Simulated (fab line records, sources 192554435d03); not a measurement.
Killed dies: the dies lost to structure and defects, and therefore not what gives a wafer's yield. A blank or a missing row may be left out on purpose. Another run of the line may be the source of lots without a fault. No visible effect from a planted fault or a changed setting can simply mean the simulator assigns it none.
What tool caused it? | flow n5Finfet | 27 wafers from 9 lots sampled at 5 of the route's 1938 steps

== WHAT EACH GAUGE READ, for each wafer ==
N5_BEOL_M4_RC_MEAS_101.
lot  | measured     | on        | DIBL_N (mV/V)  | DIBL_P (mV/V)  | IOFF_N (nA/um)    | IOFF_P (nA/um) | ION_N (uA/um) | ION_P (uA/um) | SS_N (mV/dec)  | SS_P (mV/dec)  | VT_N (mV)         | VT_P (mV)
L120 | day 7 12:11  | prober-02 | 38.6 34.9 38.5 | 39.9 35.0 39.9 | 0.204 0.135 0.213 | 0.24 0.17 0.25 | 683 662 679   | 463 455 466   | 73.2 71.3 71.6 | 74.1 73.5 74.3 | 247.3 250.8 244.0 | -249 -256 -247
L124 | day 8 11:34  | prober-02 | 36.4 38.7 36.0 | 37.5 40.5 37.8 | 0.165 0.200 0.152 | 0.22 0.27 0.23 | 677 687 679   | 468 468 468   | 71.8 72.6 71.0 | 72.7 74.0 72.7 | 247.4 246.2 251.6 | -253 -247 -246
L123 | day 8 13:56  | prober-02 | 36.8 37.9 37.9 | 36.8 38.8 37.6 | 0.162 0.184 0.190 | 0.26 0.29 0.26 | 690 689 704   | 482 479 486   | 71.3 71.8 71.9 | 73.5 74.2 73.5 | 248.8 249.6 246.3 | -246 -242 -246
L125 | day 8 17:46  | prober-01 | 37.7 39.2 34.7 | 38.3 37.7 33.1 | 0.187 0.213 0.126 | 0.26 0.24 0.17 | 678 680 667   | 467 460 458   | 72.6 72.9 71.5 | 74.2 73.9 73.1 | 247.7 248.0 252.7 | -246 -247 -252
L135 | day 11 08:31 | prober-02 | 36.5 35.7 38.2 | 37.7 37.1 39.7 | 0.184 0.152 0.230 | 0.21 0.19 0.24 | 686 682 697   | 463 471 476   | 71.9 71.7 73.2 | 73.9 72.8 74.2 | 245.8 249.9 242.6 | -253 -254 -250
L136 | day 11 22:59 | prober-01 | 37.2 38.1 35.6 | 37.4 38.0 35.5 | 0.178 0.182 0.146 | 0.23 0.25 0.20 | 690 689 683   | 467 470 468   | 71.8 71.6 70.7 | 72.4 73.9 72.7 | 245.2 247.6 251.3 | -249 -247 -249
L137 | day 12 05:23 | prober-01 | 35.7 33.8 37.9 | 36.8 33.9 39.5 | 0.139 0.118 0.169 | 0.22 0.17 0.27 | 681 674 676   | 472 468 471   | 71.1 70.9 71.7 | 73.4 72.4 73.9 | 252.4 253.6 244.6 | -251 -252 -246
L140 | day 13 06:37 | prober-02 | 38.9 36.8 38.6 | 37.8 35.5 36.7 | 0.177 0.135 0.174 | 0.19 0.17 0.18 | 678 675 683   | 460 459 462   | 72.3 70.8 72.4 | 73.9 73.3 73.7 | 247.2 254.0 249.3 | -256 -256 -257
L142 | day 13 08:35 | prober-02 | 33.4 34.7 36.5 | 33.0 34.8 36.2 | 0.126 0.147 0.164 | 0.19 0.22 0.26 | 679 681 678   | 469 472 474   | 71.3 71.5 72.4 | 72.9 73.4 73.0 | 252.8 252.4 248.7 | -251 -247 -246

== EACH LOT AND THE TOOL THAT RAN IT (in order: tool; ch and the chambers of the sampled wafers; start) ==
lot  | N5_BEOL_M4_ALD_98                | N5_BEOL_M4_STRIP_36               | N5_BEOL_M4_TRENCH_ETCH_37                    | N5_BEOL_M4_STRIP_97
L120 | aldSin-04 ch 1,2,3, day 7 06:50  | rieDiel-02 ch 0,1,2, day 7 08:02  | rieDiel-02 ch 0,1,2, day 7 12:11 or earlier  | rieDiel-02 ch 0,1,2, day 7 12:11 or earlier
L124 | aldSin-04 ch 1,2,3, day 8 07:08  | rieDiel-01 ch 0,1,3, day 8 07:33  | rieDiel-01 ch 0,1,3, day 8 11:34 or earlier  | rieDiel-01 ch 0,1,3, day 8 11:34 or earlier
L123 | aldSin-04 ch 0,1,3, day 8 08:06  | rieDiel-01 ch 0,1,2, day 8 08:27  | rieDiel-01 ch 0,1,2, day 8 13:56 or earlier  | rieDiel-01 ch 0,1,2, day 8 13:56 or earlier
L125 | aldSin-02 ch 0,1,3, day 8 12:40  | rieDiel-06 ch 0,2,3, day 8 13:01  | rieDiel-06 ch 0,2,3, day 8 17:46 or earlier  | rieDiel-06 ch 0,2,3, day 8 17:46 or earlier
L135 | aldSin-04 ch 1,2,3, day 11 02:39 | rieDiel-02 ch 1,2,3, day 11 02:58 | rieDiel-02 ch 1,2,3, day 11 08:31 or earlier | rieDiel-02 ch 1,2,3, day 11 08:31 or earlier
L136 | aldSin-02 ch 1,2, day 11 07:17   | rieDiel-06 ch 0,3, day 11 16:14   | rieDiel-06 ch 0,3, day 11 22:59 or earlier   | rieDiel-06 ch 0,3, day 11 22:59 or earlier
L137 | aldSin-04 ch 0,3, day 11 23:14   | rieDiel-01 ch 0,2, day 12 00:50   | rieDiel-01 ch 0,2, day 12 05:23 or earlier   | rieDiel-01 ch 0,2, day 12 05:23 or earlier
L140 | aldSin-04 ch 0,1,2, day 12 23:44 | rieDiel-06 ch 0,3, day 13 02:25   | rieDiel-06 ch 0,3, day 13 06:37 or earlier   | rieDiel-06 ch 0,3, day 13 06:37 or earlier
L142 | aldSin-03 ch 0,2,3, day 13 00:31 | rieDiel-01 ch 0,3, day 13 02:52   | rieDiel-01 ch 0,3, day 13 08:35 or earlier   | rieDiel-01 ch 0,3, day 13 08:35 or earlier
- N5_BEOL_M4_ALD_98: deposits SiO2, target thk 2.5 nm, pulse time 1 s, co reactant pulse time 1 s.
- N5_BEOL_M4_STRIP_36: strips in N2/H2.
- N5_BEOL_M4_TRENCH_ETCH_37: etches SiOC in C4F6/O2, target depth 55.555 nm, time 29.2 s.
- N5_BEOL_M4_STRIP_97: strips in N2/H2, time 10 s.

== AS READ BY THE TOOLS THEMSELVES (means over the sampled wafers that have a number; for cases with no such wafer, the mark the record gives instead) ==
N5_BEOL_M4_ALD_98.
lot  | tool      | heaterPowerW (W) | precursorPulseHeightRel | susceptorTempC (C)
L120 | aldSin-04 | 67               | 1.003                   | 100.03
L124 | aldSin-04 | 67               | 0.998                   | 99.93
L123 | aldSin-04 | 71               | 1.006                   | 100.15
L125 | aldSin-02 | 80               | 0.990                   | 100.05
L135 | aldSin-04 | 68               | 0.989                   | 100.03
L136 | aldSin-02 | 76               | 1.009                   | 99.86
L137 | aldSin-04 | 68               | 1.012                   | 97.00
L140 | aldSin-04 | 63               | 1.003                   | 97.17
L142 | aldSin-03 | 79               | 1.009                   | 100.16

N5_BEOL_M4_STRIP_36.
lot  | tool       | drypumpMotorCurrentA (A) | oesProductAu (a.u.) | rfVppV (V) | showerheadPlenumPTorr (Torr) | throttleValvePct (%)
L120 | rieDiel-02 | 5.9                      | 0.87                | 59.4       | 2.59                         | 23.6
L124 | rieDiel-01 | 5.0                      | 0.78                | 59.3       | 2.48                         | 23.8
L123 | rieDiel-01 | 5.3                      | 0.81                | 59.0       | 2.52                         | 23.8
L125 | rieDiel-06 | 5.6                      | 0.79                | 58.3       | 2.59                         | 23.8
L135 | rieDiel-02 | 6.1                      | 0.84                | 58.2       | 2.50                         | 23.5
L136 | rieDiel-06 | 5.7                      | 0.81                | 58.0       | 2.60                         | 23.4
L137 | rieDiel-01 | 5.7                      | 0.81                | 59.3       | 2.56                         | 23.5
L140 | rieDiel-06 | 5.6                      | 0.78                | 58.0       | 2.52                         | 23.7
L142 | rieDiel-01 | 4.9                      | 0.74                | 58.6       | 2.49                         | 23.6

N5_BEOL_M4_TRENCH_ETCH_37.
lot  | tool       | drypumpMotorCurrentA (A) | oes_ar_750_au (a.u.) | oesProductAu (a.u.) | rfVppV (V) | showerheadPlenumPTorr (Torr) | throttleValvePct (%)
L120 | rieDiel-02 | 5.9                      | 0.87                 | 0.87                | 660        | 2.91                         | 20.81
L124 | rieDiel-01 | 5.0                      | 0.78                 | 0.78                | 669        | 2.77                         | 20.88
L123 | rieDiel-01 | 5.3                      | 0.80                 | 0.80                | 662        | 2.82                         | 20.91
L125 | rieDiel-06 | 5.6                      | 0.80                 | 0.79                | 651        | 2.90                         | 21.01
L135 | rieDiel-02 | 6.1                      | 0.84                 | 0.83                | 660        | 2.81                         | 20.82
L136 | rieDiel-06 | 5.7                      | 0.82                 | 0.82                | 657        | 2.92                         | 20.85
L137 | rieDiel-01 | 5.7                      | 0.81                 | 0.81                | 659        | 2.86                         | 20.76
L140 | rieDiel-06 | 5.6                      | 0.79                 | 0.79                | 654        | 2.84                         | 20.95
L142 | rieDiel-01 | 4.9                      | 0.74                 | 0.74                | 663        | 2.78                         | 20.70

N5_BEOL_M4_STRIP_97.
lot  | tool       | drypumpMotorCurrentA (A) | oesProductAu (a.u.) | rfVppV (V) | showerheadPlenumPTorr (Torr) | throttleValvePct (%)
L120 | rieDiel-02 | 5.9                      | 0.87                | 58.6       | 2.59                         | 23.6
L124 | rieDiel-01 | 5.0                      | 0.78                | 58.9       | 2.48                         | 23.8
L123 | rieDiel-01 | 5.3                      | 0.81                | 59.2       | 2.52                         | 23.8
L125 | rieDiel-06 | 5.6                      | 0.79                | 59.4       | 2.59                         | 23.8
L135 | rieDiel-02 | 6.1                      | 0.83                | 59.2       | 2.50                         | 23.5
L136 | rieDiel-06 | 5.7                      | 0.81                | 59.0       | 2.60                         | 23.5
L137 | rieDiel-01 | 5.7                      | 0.82                | 58.7       | 2.56                         | 23.5
L140 | rieDiel-06 | 5.7                      | 0.79                | 59.3       | 2.52                         | 23.7
L142 | rieDiel-01 | 4.9                      | 0.75                | 59.0       | 2.49                         | 23.6

== THE ANSWER, worked out from the rows above alone ==
Rule: what is usual is taken from the lots themselves. The widest of any qualifying gaps counts: lots, ordered by their means at a reading, are off when they make up no more than a third of the lots, leave a main group of 4 or more, and stand apart from it by 3 or more times the standard deviation of that group's means. A main group whose means are all the same, to the digits that the tables above print for the reading, isn't used. Also off: a lot with no number at a reading for which 4 or more lots have one. All remaining lots with rows at the step are treated as sound. After the gauges, taken in route order, come the tools' own readings; for these a lot's mean is taken, as printed above. At the first step where some lot is off, the reading lying furthest off is the one used; lots without a number count as furthest.
Off: L137, L140 (N5_BEOL_M4_ALD_98, susceptorTempC). Mean 100.03 C and standard deviation 0.1 in the main group.
If a tool, at that step or one of the process steps before it, ran each lot that is off and ran no sound lot following the first of them, it fits. One fits: N5_BEOL_M4_ALD_98 on aldSin-04. A fault onset in the window from L135 (day 11 02:39, its last sound lot) to L137 (day 11 23:14, its first lot off) fits.
The tool's own readings at N5_BEOL_M4_ALD_98 bear it out: on the lots that are off they differ by more than 5 times the standard deviation of the sound lots' means. susceptorTempC reads 97.09 C there against 100.03 C on the sound lots.

== WHAT THE SIMULATOR HAD INSERTED ==
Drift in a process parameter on aldSin-04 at N5_BEOL_M4_ALD_98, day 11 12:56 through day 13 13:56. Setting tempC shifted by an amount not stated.
Shown lots that were struck: L137, L140. The rule given above showed the same thing.
